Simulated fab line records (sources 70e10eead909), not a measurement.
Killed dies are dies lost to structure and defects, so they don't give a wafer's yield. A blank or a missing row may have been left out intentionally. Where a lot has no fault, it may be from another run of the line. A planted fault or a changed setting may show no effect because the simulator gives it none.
Struck lot and sound lot, side by side | flow nand harc | 14 steps out of a route of 1302
Sound: wafers L582.4, L582.5, L582.6. The struck wafers were L581.1, L581.3, L581.4. Last of all comes the cause.
Order at every step that has rows: each side's tool, ch and its chambers, its first start. Under that, the readings that differ: sound wafers | struck wafers | difference of the means | sigmas: that difference in standard deviations of wafers without a fault.
alike: a reading whose means differ by less than 2 such deviations, as well as words and numbers matching on both sides. not compared: withheld readings; readings where some wafer has no value; bounds like >300 that might hide an equal value; numbers whose values overlap and for which the record gives no deviation.
Wherever a step has rows on one side only, a row that says differs or no value, or a row with sigmas, the two part there. Non-overlapping numbers with no deviation appear without sigmas and do not part them. A reading missing from all wafers of one side parts the sides only when that side holds two or more wafers.

first, 1 step without rows for these wafers: NHARC_A_CHANNEL_FILL_D1_SRD_12.
NHARC_A_CHANNEL_FILL_D1_INSPECT_13:
  struck on defect inspect-02, day 11 00:04; sound on defect inspect-01, day 13 11:16
  alike: raw defect count
NHARC_A_DECK1_JOINT_ETCHBACK_07: etches the open film in HBr, target depth 105 nm, time 26.9 s.
  sound on rie si-05 ch 0,1, day 13 11:20; struck on rie si-02 ch 0,1,3, day 11 00:08
  alike: chamber pressure mTorr, drypump motor current A, oes product au, throttle valve pct
  not compared: rf hours counter h
then, 7 steps without rows for these wafers: NHARC_A_DECK1_JOINT_ETCH_25 (etches SiO2 in dHF, target depth 0.5 nm); NHARC_A_DECK1_JOINT_ETCH_19 (etches poly-Si in TMAH, target depth 3 nm); NHARC_A_DECK1_JOINT_ETCH_18 (etches SiO2 in dHF, target depth 3 nm); NHARC_A_DECK1_JOINT_WET_08 (chemistry H3PO4, time 86 s); NHARC_A_DECK1_JOINT_ETCH_09 (etches SiO2 in dHF, target depth 5 nm); NHARC_A_DECK1_JOINT_WET_10 (chemistry H3PO4, time 86 s); NHARC_A_DECK1_JOINT_ETCH_11 (etches SiO2 in dHF, target depth 35 nm).
NHARC_A_DECK1_JOINT_CVD_12: deposits poly-Si, target thk 90 nm, time 1800 s.
  sound on lpcvd poly-01 ch 0, day 13 18:45; struck on lpcvd poly-04 ch 0, day 11 10:22
  reading                  | sound       | struck      | difference | sigmas
  zone power lower pct (%) | 8.8 8.8 8.7 | 9.8 9.6 9.8 | +1.0       | +2
  alike: spike tc lower C
NHARC_A_DECK1_JOINT_CMP_13: polishes, target thk 51.023 nm.
  sound on cmp-01 ch 1,2, day 13 21:38; struck on cmp-04 ch 0,1,2, day 11 13:31
  alike: edge zone pressure frac, motor current A, slurry flow ml min, time to endpoint s
NHARC_A_DECK1_JOINT_THK_MEAS_14: measures by ellipsometry.
  struck on film metro-01, day 11 13:46; sound on film metro-02, day 13 21:52
  alike: thk nm
next, for these wafers, 1 step has no rows: NHARC_END_SORT_01.

## WHERE THEY PART
At NHARC_A_DECK1_JOINT_CVD_12 and nowhere else, as far as this record goes. Later steps at which nothing parts them and some readings are alike: NHARC_A_DECK1_JOINT_CMP_13, NHARC_A_DECK1_JOINT_THK_MEAS_14.

WHY: what the simulator had put in
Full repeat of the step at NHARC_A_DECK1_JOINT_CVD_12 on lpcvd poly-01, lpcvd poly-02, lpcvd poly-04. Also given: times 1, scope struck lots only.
